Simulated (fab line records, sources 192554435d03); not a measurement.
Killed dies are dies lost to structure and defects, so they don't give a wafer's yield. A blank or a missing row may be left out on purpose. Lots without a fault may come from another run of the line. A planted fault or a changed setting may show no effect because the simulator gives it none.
A struck lot beside a sound one | flow n5_finfet | 35 steps out of a route of 1938
Sound: wafers L120.1, L120.4, L120.6. Struck: wafer L125.6. (L125.3, L125.5 of the same lot were not struck and are left out.) The cause comes at the end.
At each step with rows: each side's tool, then ch and its chambers, then its first start. Under that, the readings that differ: sound wafers | struck wafers | difference of the means | sigmas: that difference in standard deviations of wafers without a fault.
alike: readings whose means differ by less than 2 such deviations, and words and numbers that are the same on both sides. not compared: withheld readings, readings that some wafer has no value for, bounds like >300 that may hide the same value, and numbers for which the record gives no deviation and whose values overlap.
The two part at a step that has a row with sigmas, a row that says differs or no value, or rows on one side only. Numbers that don't overlap but have no deviation are shown without sigmas and don't part them. A reading that every wafer of one side lacks parts them only if that side has two wafers or more.

first, 8 steps without rows for these wafers: N5_BEOL_M15_SOFTBAKE_23 (time 60 s); N5_BEOL_M15_EXPOSE_25 (exposes mask M15, target cd 400 nm); N5_BEOL_M15_PEB_26 (peb time 90 s); N5_BEOL_M15_DEVELOP_27 (develop time 45 s); N5_BEOL_M15_HARDBAKE_32 (time 120 s); N5_BEOL_M15_DESCUM_33 (chemistry O2, time 7.9 s); N5_BEOL_M15_ETCH_61 (etches BARC in N2/H2, target depth 89 nm, overetch 26.7 nm, time 67.9 s); N5_BEOL_M15_TRENCH_ETCH_34 (etches SiO2 in C4F8/O2/Ar, target depth 872.93 nm, time 199 s).
N5_BEOL_M15_STRIP_36: strips in O2.
  sound on rie_diel-04 ch 0,1,3, day 13 05:35; struck on rie_diel-04 ch 3, day 13 21:34
  alike: drypump_motor_current_A, o2_flow_sccm, oes_product_au, rf_vpp_V, showerhead_plenum_p_Torr, throttle_valve_pct
  not compared: rf_hours_counter_h
then, 25 steps without rows for these wafers: N5_BEOL_M15_STRIP_62 (strips in O2); N5_BEOL_M15_STRIP_37 (strips in O2); N5_BEOL_M15_ETCH_38 (etches SiCN in CF4/N2, target depth 106.4 nm, time 120.5 s); N5_BEOL_M15_PRECLEAN_39 (cleans in residue remover, time 60 s); N5_BEOL_M15_SRD_40 (time 30 s, dry time 30 s); N5_BEOL_M15_DEGAS_41 (time 60 s); N5_BEOL_M15_PRE_CLEAN_42 (time 30 s); N5_BEOL_M15_SPUTTER_43 (material TaN, target thk 15 nm, time 24.19 s); N5_BEOL_M15_SPUTTER_44 (material Ta, target thk 15 nm, time 24.19 s); N5_BEOL_M15_SPUTTER_45 (material Cu, target thk 100 nm, time 16.67 s); N5_BEOL_M15_ECD_47 (material Cu, target thk 1860 nm); N5_BEOL_M15_ANNEAL_48 (time 90 s); N5_BEOL_M15_CMP_49 (polishes, stops on SiO2, t overpolish 4.9 s, target thk 850 nm); N5_BEOL_M15_PRE_CLEAN_52 (time 15 s); N5_BEOL_M15_DEP_53 (deposits SiCN from 3MS/NH3, target thk 50 nm, time 17.8 s); N5_PASSIVATION_PECVD_00 (deposits SiO2 from SiH4/N2O, target thk 200 nm, time 11.2 s); N5_MIM_BOT_DEGAS_01 (time 60 s); N5_MIM_BOT_SPUTTER_00 (material TiN, target thk 35 nm, time 89.7 s); N5_MIM_TOP_ALD_00 (deposits Al2O3, purge time 3 s, co reactant pulse time 3 s); N5_MIM_TOP_ALD_01 (deposits HfO2, target thk 5.6 nm, pulse time 1 s, purge time 3 s); N5_MIM_TOP_ALD_02 (deposits Al2O3, purge time 3 s, co reactant pulse time 3 s); N5_MIM_TOP_DEGAS_04 (time 60 s); N5_MIM_TOP_SPUTTER_03 (material TiN, target thk 35 nm, time 89.7 s); N5_MIM_TOP_LITHO_HMDS_01 (time 60 s); N5_MIM_TOP_LITHO_COAT_02.
N5_PASSIVATION_PROBE_49:
  the record has rows for the struck wafers here (prober-01, day 14 15:26) and none for the sound ones

WHERE THEY PART
Only at N5_PASSIVATION_PROBE_49, within this record.

WHY: what the simulator had put in
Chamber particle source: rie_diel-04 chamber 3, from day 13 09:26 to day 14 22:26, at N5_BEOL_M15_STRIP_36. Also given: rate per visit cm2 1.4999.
